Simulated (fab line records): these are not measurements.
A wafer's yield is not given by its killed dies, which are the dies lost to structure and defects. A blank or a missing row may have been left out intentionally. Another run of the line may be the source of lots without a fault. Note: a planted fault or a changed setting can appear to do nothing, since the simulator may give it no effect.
Which of the tools did it?	flow n5-finfet	24 lots, 72 wafers sampled, at 6 steps of a route of 1938

## WHAT THE GAUGES READ, wafer by wafer
N5_MOL_CONTACT_COAG_INSPECT_57: inspects for defects (brightfield). Usual: 207 for raw-defect-count, sd 55.
lot	measured	on	raw-defect-count	flag
L074	day 5 00:46	defect-inspect-01	194 161 221	
L075	day 5 11:34	defect-inspect-02	119 204 215	
L076	day 5 12:43	defect-inspect-02	136 203 232	
L077	day 6 01:07	defect-inspect-01	134 153 231	
L078	day 6 04:46	defect-inspect-01	215 231 256	
L079	day 6 07:09	defect-inspect-01	127 194 210	
L080	day 6 14:13	defect-inspect-02	200 261 305	
L081	day 6 18:49	defect-inspect-02	269 189 123	
L082	day 7 02:01	defect-inspect-02	164 152 195	
L083	day 7 09:05	defect-inspect-01	240 215 193	
L084	day 7 12:38	defect-inspect-01	173 284 209	
L085	day 7 19:02	defect-inspect-01	172 151 197	
L086	day 8 06:40	defect-inspect-02	173 207 221	
L087	day 8 06:49	defect-inspect-01	287 264 118	
L088	day 8 13:59	defect-inspect-02	123 185 191	
L089	day 9 03:12	defect-inspect-01	160 108 172	
L090	day 9 07:05	defect-inspect-02	241 362 315	
L091	day 9 09:33	defect-inspect-02	169 147 173	
L092	day 9 13:35	defect-inspect-01	265 253 217	
L093	day 9 22:21	defect-inspect-02	159 157 178	
L094	day 10 04:16	defect-inspect-02	199 238 162	
L095	day 10 07:25	defect-inspect-01	188 169 187	
L096	day 10 17:24	defect-inspect-01	240 167 213	
L097	day 10 18:23	defect-inspect-02	266 375 329	

N5_MOL_CONTACT_COAG_CD_MEAS_137: the cd target is 16 nm. Usual: 15.9 nm for cd-nm, sd 0.35.
lot	measured	on	cd-nm (nm)	flag
L074	day 5 01:54	cd-sem-02	15.9 15.6 15.7	
L075	day 5 12:24	cd-sem-03	15.6 16.0 15.7	
L076	day 5 13:42	cd-sem-02	15.6 15.6 15.9	
L077	day 6 02:04	cd-sem-01	16.0 16.2 16.5	
L078	day 6 05:36	cd-sem-01	15.9 15.7 16.0	
L079	day 6 08:14	cd-sem-02	15.4 15.3 15.6	
L080	day 6 15:11	cd-sem-03	16.6 16.6 16.7	
L081	day 6 19:56	cd-sem-02	16.3 15.7 16.1	
L082	day 7 02:53	cd-sem-02	16.1 15.3 15.6	
L083	day 7 10:28	cd-sem-02	16.1 16.8 16.3	
L084	day 7 13:28	cd-sem-03	16.1 15.5 15.9	
L085	day 7 20:01	cd-sem-01	16.2 16.1 16.2	
L086	day 8 07:41	cd-sem-01	15.5 15.7 15.7	
L087	day 8 07:46	cd-sem-01	16.2 16.1 16.7	
L088	day 8 14:59	cd-sem-02	15.5 15.8 15.5	
L089	day 9 04:03	cd-sem-01	16.2 16.1 15.9	
L090	day 9 08:12	cd-sem-01	15.6 15.9 15.9	
L091	day 9 11:14	cd-sem-01	15.2 15.9 15.3	
L092	day 9 14:28	cd-sem-02	16.3 14.9 15.8	
L093	day 9 23:12	cd-sem-01	16.3 16.1 15.9	
L094	day 10 05:06	cd-sem-01	16.0 15.5 15.5	
L095	day 10 08:38	cd-sem-02	15.8 16.0 16.2	
L096	day 10 18:43	cd-sem-02	16.3 16.2 15.8	
L097	day 10 19:20	cd-sem-01	16.3 15.7 15.9	

## WHAT TOOL EACH LOT RAN ON (gives the tool, then ch and the chambers of the sampled wafers, and finally the start)
lot	N5_MOL_CONTACT_COAG_STRIP_98	N5_MOL_CONTACT_COAG_PRE_CLEAN_142	N5_MOL_CONTACT_COAG_ETCH_89	N5_MOL_CONTACT_COAG_ETCH_47
L074	rie-diel-03 ch 1,2,3, day 4 14:57	pvd-sputter-03, day 4 20:37	rie-diel-03 ch 0,2,3, day 5 00:50	rie-diel-05 ch 0,1,3, day 5 01:40
L075	rie-diel-03 ch 0,3, day 5 00:45	pvd-sputter-03, day 5 07:32	rie-diel-05 ch 0,1,3, day 5 11:38	rie-diel-04 ch 2,3, day 5 12:10
L076	rie-diel-04 ch 0,1,3, day 5 03:16	pvd-sputter-02, day 5 07:53	rie-diel-05 ch 0,1,2, day 5 12:47	rie-diel-03 ch 1,2,3, day 5 13:28
L077	rie-diel-04 ch 0,1, day 5 10:41	pvd-sputter-02, day 5 19:22	rie-diel-05 ch 0,2,3, day 6 01:11	rie-diel-03 ch 2,3, day 6 01:50
L078	rie-diel-04 ch 1,3, day 5 16:19	pvd-sputter-02, day 5 23:16	rie-diel-03 ch 0,2,3, day 6 04:50	rie-diel-05 ch 0,3, day 6 05:23
L079	rie-diel-04 ch 1,2,3, day 5 19:51	pvd-sputter-01, day 6 03:01	rie-diel-04 ch 2,3, day 6 07:22	rie-diel-03 ch 1,2, day 6 08:00
L080	rie-diel-05 ch 0,2, day 6 03:43	pvd-sputter-01, day 6 10:09	rie-diel-05 ch 0,2,3, day 6 14:17	rie-diel-05 ch 0,1,2, day 6 14:58
L081	rie-diel-05 ch 1,2, day 6 08:56	pvd-sputter-03, day 6 14:47	rie-diel-04 ch 0,2,3, day 6 19:04	rie-diel-05 ch 0,2,3, day 6 19:43
L082	rie-diel-03 ch 1,2, day 6 16:41	pvd-sputter-01, day 6 21:33	rie-diel-05 ch 0,2,3, day 7 02:05	rie-diel-03 ch 0,2,3, day 7 02:38
L083	rie-diel-05 ch 1,2, day 6 21:40	pvd-sputter-01, day 7 05:02	rie-diel-04 ch 0,2, day 7 09:29	rie-diel-04 ch 2, day 7 10:12
L084	rie-diel-05 ch 0,1,3, day 7 04:34	pvd-sputter-02, day 7 08:43	rie-diel-05 ch 0,2,3, day 7 12:42	rie-diel-03 ch 0,1,3, day 7 13:14
L085	rie-diel-05 ch 0,1,2, day 7 10:57	pvd-sputter-03, day 7 15:08	rie-diel-04 ch 0,3, day 7 19:14	rie-diel-03 ch 0,1, day 7 19:47
L086	rie-diel-03 ch 0,1,3, day 7 20:10	pvd-sputter-01, day 8 02:40	rie-diel-05 ch 0,1,2, day 8 06:44	rie-diel-03 ch 0,3, day 8 07:25
L087	rie-diel-04 ch 2,3, day 7 21:34	pvd-sputter-01, day 8 02:57	rie-diel-03 ch 0,3, day 8 06:55	rie-diel-05 ch 1,2,3, day 8 07:31
L088	rie-diel-03 ch 0,2,3, day 8 04:01	pvd-sputter-01, day 8 10:06	rie-diel-03 ch 0,2,3, day 8 14:13	rie-diel-05 ch 1,2,3, day 8 14:46
L089	rie-diel-04 ch 1,2, day 8 16:15	pvd-sputter-01, day 8 23:02	rie-diel-05 ch 2,3, day 9 03:16	rie-diel-04 ch 0,1, day 9 03:49
L090	rie-diel-05 ch 0,1,3, day 8 21:13	pvd-sputter-01, day 9 02:56	rie-diel-05 ch 0,1, day 9 07:23	rie-diel-03 ch 0,1,2, day 9 07:59
L091	rie-diel-03 ch 0,3, day 8 23:18	pvd-sputter-03, day 9 05:39	rie-diel-03 ch 1,2, day 9 09:56	rie-diel-04 ch 0,1,2, day 9 11:01
L092	rie-diel-04 ch 1,2,3, day 9 03:20	pvd-sputter-02, day 9 08:55	rie-diel-03 ch 0,1,2, day 9 13:42	rie-diel-03 ch 0,1,2, day 9 14:14
L093	rie-diel-04 ch 1,2,3, day 9 12:50	pvd-sputter-01, day 9 17:48	rie-diel-04 ch 0,1,2, day 9 22:26	rie-diel-04 ch 0,1,2, day 9 22:58
L094	rie-diel-04 ch 1,2,3, day 9 18:22	pvd-sputter-01, day 10 00:13	rie-diel-04 ch 1,2,3, day 10 04:19	rie-diel-04 ch 0,1,3, day 10 04:52
L095	rie-diel-04 ch 1,2,3, day 9 21:41	pvd-sputter-01, day 10 03:23	rie-diel-05 ch 1,2,3, day 10 07:48	rie-diel-05 ch 1,3, day 10 08:23
L096	rie-diel-04 ch 0,1,3, day 10 08:04	pvd-sputter-03, day 10 13:17	rie-diel-05 ch 1,3, day 10 17:28	rie-diel-04 ch 0,1, day 10 18:29
L097	rie-diel-04 ch 1,2,3, day 10 09:40	pvd-sputter-03, day 10 13:27	rie-diel-05 ch 1,2, day 10 18:34	rie-diel-05 ch 1,2,3, day 10 19:06
- N5_MOL_CONTACT_COAG_STRIP_98: strips in N2/H2.
- N5_MOL_CONTACT_COAG_PRE_CLEAN_142: time 60 s.
- N5_MOL_CONTACT_COAG_ETCH_89: etches underlayer in N2/H2, target depth 13 nm, time 10.4 s.
- N5_MOL_CONTACT_COAG_ETCH_47: etches SiNx in CH3F/O2, stops on W, target depth 27 nm.

## WHAT THE TOOLS THEMSELVES READ (means of the sampled wafers that have a number; where no wafer has one, the mark that the record gives instead)
N5_MOL_CONTACT_COAG_STRIP_98. Usual: drypump-motor-current-A 5.8 A, standard deviation 0.4; oes-product-au 0.78 a.u., standard deviation 0.097; rf-vpp-V 54.1 V, standard deviation 1.3; showerhead-plenum-p-Torr 3.35 Torr, standard deviation 0.13; throttle-valve-pct 19.12 %, standard deviation 0.28.
lot	tool	drypump-motor-current-A (A)	oes-product-au (a.u.)	rf-vpp-V (V)	showerhead-plenum-p-Torr (Torr)	throttle-valve-pct (%)	flag
L074	rie-diel-03	5.6	0.71	54.7	3.42	18.84	
L075	rie-diel-03	5.6	0.72	55.1	3.34	18.83	
L076	rie-diel-04	6.2	0.78	53.5	3.41	19.28	
L077	rie-diel-04	6.1	0.85	55.3	3.49	19.27	
L078	rie-diel-04	6.2	0.68	54.4	3.32	19.23	
L079	rie-diel-04	6.2	0.76	54.3	3.31	19.14	
L080	rie-diel-05	5.7	0.75	54.0	3.18	19.31	
L081	rie-diel-05	5.7	0.81	53.9	3.22	19.45	
L082	rie-diel-03	5.7	0.68	54.4	3.41	19.04	
L083	rie-diel-05	5.6	0.85	52.8	3.32	19.45	
L084	rie-diel-05	5.3	0.82	54.1	3.44	19.22	
L085	rie-diel-05	5.6	0.78	53.7	3.28	19.33	
L086	rie-diel-03	5.7	0.69	54.1	3.33	19.04	
L087	rie-diel-04	6.3	0.76	54.2	3.31	19.25	
L088	rie-diel-03	5.6	0.71	53.0	3.30	18.83	
L089	rie-diel-04	6.0	0.88	54.4	3.28	18.90	
L090	rie-diel-05	5.3	0.82	53.7	3.43	19.27	
L091	rie-diel-03	5.6	0.69	53.7	3.32	18.90	
L092	rie-diel-04	6.2	0.83	54.4	3.30	19.08	
L093	rie-diel-04	6.2	0.81	54.0	3.29	19.05	
L094	rie-diel-04	6.1	0.82	55.1	3.29	19.07	
L095	rie-diel-04	6.2	0.80	53.8	3.29	19.07	
L096	rie-diel-04	6.2	0.82	52.3	3.39	19.22	
L097	rie-diel-04	6.1	0.81	54.6	3.29	19.07	

N5_MOL_CONTACT_COAG_PRE_CLEAN_142. Usual: 462 W for heater-power-w, sd 49.
lot	tool	heater-power-w (W)	flag
L074	pvd-sputter-03	418	
L075	pvd-sputter-03	429	
L076	pvd-sputter-02	442	
L077	pvd-sputter-02	461	
L078	pvd-sputter-02	456	
L079	pvd-sputter-01	517	
L080	pvd-sputter-01	426	
L081	pvd-sputter-03	457	
L082	pvd-sputter-01	461	
L083	pvd-sputter-01	480	
L084	pvd-sputter-02	478	
L085	pvd-sputter-03	447	
L086	pvd-sputter-01	449	
L087	pvd-sputter-01	463	
L088	pvd-sputter-01	483	
L089	pvd-sputter-01	466	
L090	pvd-sputter-01	484	
L091	pvd-sputter-03	457	
L092	pvd-sputter-02	462	
L093	pvd-sputter-01	459	
L094	pvd-sputter-01	448	
L095	pvd-sputter-01	523	
L096	pvd-sputter-03	420	
L097	pvd-sputter-03	391	

N5_MOL_CONTACT_COAG_ETCH_89. Usual: for bias-w, 150.0 W with a standard deviation of 0.41; for drypump-motor-current-A, 5.7 A with a standard deviation of 0.41; for etch-rf-on-time-s, 10.3 s with a standard deviation of 0.3; for oes-product-au, 0.69 a.u. with a standard deviation of 0.076; for rf-vpp-V, 523 V with a standard deviation of 3.7; for showerhead-plenum-p-Torr, 2.53 Torr with a standard deviation of 0.13; for throttle-valve-pct, 18.03 % with a standard deviation of 0.21.
lot	tool	bias-w (W)	drypump-motor-current-A (A)	etch-rf-on-time-s (s)	oes-product-au (a.u.)	rf-vpp-V (V)	showerhead-plenum-p-Torr (Torr)	throttle-valve-pct (%)	flag
L074	rie-diel-03	149.9	5.6	10.8	0.63	523	2.50	17.85	
L075	rie-diel-05	150.0	5.3	10.4	0.72	526	2.61	18.02	
L076	rie-diel-05	149.9	5.6	10.1	0.69	522	2.49	18.14	
L077	rie-diel-05	149.9	5.4	10.2	0.69	524	2.53	18.08	
L078	rie-diel-03	150.0	5.6	10.7	0.62	523	2.50	17.88	
L079	rie-diel-04	150.1	6.2	10.4	0.71	524	2.50	17.98	
L080	rie-diel-05	150.4	5.4	10.1	0.68	523	2.52	18.09	
L081	rie-diel-04	150.0	6.2	10.3	0.72	525	2.57	18.08	
L082	rie-diel-05	149.7	5.4	10.2	0.68	523	2.52	18.09	
L083	rie-diel-04	149.5	6.1	10.1	0.77	527	2.63	18.03	
L084	rie-diel-05	150.5	5.4	10.2	0.68	524	2.52	18.10	
L085	rie-diel-04	149.7	6.3	10.1	0.72	527	2.64	18.20	
L086	rie-diel-05	150.0	5.6	10.1	0.67	523	2.48	18.18	
L087	rie-diel-03	149.9	5.6	10.8	0.59	523	2.52	17.97	
L088	rie-diel-03	150.0	5.6	10.7	0.60	523	2.49	17.91	
L089	rie-diel-05	150.1	5.5	10.2	0.68	521	2.46	18.15	
L090	rie-diel-05	149.4	5.4	10.2	0.69	524	2.56	18.13	
L091	rie-diel-03	150.2	5.7	10.3	0.76	524	2.57	17.61	
L092	rie-diel-03	150.1	5.7	10.4	0.69	522	2.49	17.79	
L093	rie-diel-04	150.2	6.1	10.2	0.75	524	2.56	17.89	
L094	rie-diel-04	150.0	6.1	10.2	0.70	522	2.49	17.98	
L095	rie-diel-05	150.0	5.4	10.2	0.70	524	2.54	18.13	
L096	rie-diel-05	150.0	5.1	10.5	0.71	527	2.65	18.01	
L097	rie-diel-05	150.4	5.7	10.0	0.67	520	2.41	18.25	

N5_MOL_CONTACT_COAG_ETCH_47. Usual: for bias-w, 73.01 W with a standard deviation of 0.21; for drypump-motor-current-A, 5.7 A with a standard deviation of 0.36; for etch-rf-on-time-s, 31.1 s with a standard deviation of 0.69; for oes-product-au, 0.71 a.u. with a standard deviation of 0.084; for rf-vpp-V, 299 V with a standard deviation of 3.9; for showerhead-plenum-p-Torr, 1.99 Torr with a standard deviation of 0.098; for throttle-valve-pct, 16.45 % with a standard deviation of 0.19.
lot	tool	bias-w (W)	drypump-motor-current-A (A)	etch-rf-on-time-s (s)	oes-product-au (a.u.)	rf-vpp-V (V)	showerhead-plenum-p-Torr (Torr)	throttle-valve-pct (%)	flag
L074	rie-diel-05	73.11	5.3	30.9	0.76	298	2.05	16.39	
L075	rie-diel-04	72.98	6.3	31.2	0.70	297	1.97	16.60	
L076	rie-diel-03	73.00	5.6	31.9	0.63	298	2.05	16.44	
L077	rie-diel-03	72.84	5.5	32.0	0.63	301	2.05	16.48	
L078	rie-diel-05	72.94	5.2	30.9	0.70	295	2.02	16.47	
L079	rie-diel-03	72.94	5.7	32.1	0.64	294	2.03	16.42	
L080	rie-diel-05	73.02	5.6	31.0	0.71	301	1.95	16.56	
L081	rie-diel-05	73.02	5.4	30.3	0.72	297	1.98	16.50	
L082	rie-diel-03	72.95	5.6	31.8	0.64	301	1.97	16.48	
L083	rie-diel-04	72.89	6.0	30.5	0.81	300	1.96	16.32	
L084	rie-diel-03	73.04	5.7	31.7	0.63	300	1.98	16.49	
L085	rie-diel-03	73.08	5.7	31.4	0.64	301	1.90	16.47	
L086	rie-diel-03	72.94	5.6	31.5	0.65	303	1.91	16.52	
L087	rie-diel-05	73.15	5.4	30.8	0.75	300	2.00	16.45	
L088	rie-diel-05	73.15	5.4	31.0	0.75	299	2.00	16.46	
L089	rie-diel-04	73.16	6.1	30.5	0.80	299	2.08	16.41	
L090	rie-diel-03	73.06	5.7	31.3	0.72	297	1.96	16.31	
L091	rie-diel-04	72.86	6.1	30.9	0.79	300	2.01	16.33	
L092	rie-diel-03	72.66	5.7	31.1	0.72	297	1.96	16.33	
L093	rie-diel-04	73.05	6.0	31.3	0.78	300	2.01	16.34	
L094	rie-diel-04	73.00	6.2	30.7	0.73	298	2.01	16.50	
L095	rie-diel-05	73.09	5.1	30.9	0.76	297	2.09	16.34	
L096	rie-diel-04	73.16	6.1	30.5	0.79	299	2.01	16.25	
L097	rie-diel-05	72.93	5.4	30.5	0.73	300	1.99	16.48	

## THE ANSWER, worked out from the rows above alone
Rule: a lot counts as off when the mean over its wafers that have a number is more than 3 standard deviations away from the usual mean. Also off: a lot with no number at a reading for which 4 or more lots have one. Any other lot the step has rows for is counted as sound. The gauges are gone through in route order, then the tools' own readings, and for those a lot's mean is taken as printed above. The first step at which some lot is off is used, and at that step the reading that is off furthest; a lot without a number counts as furthest.
No lot is off at any reading shown: from this, nothing can be told.

## WHAT THE SIMULATOR HAD INSERTED
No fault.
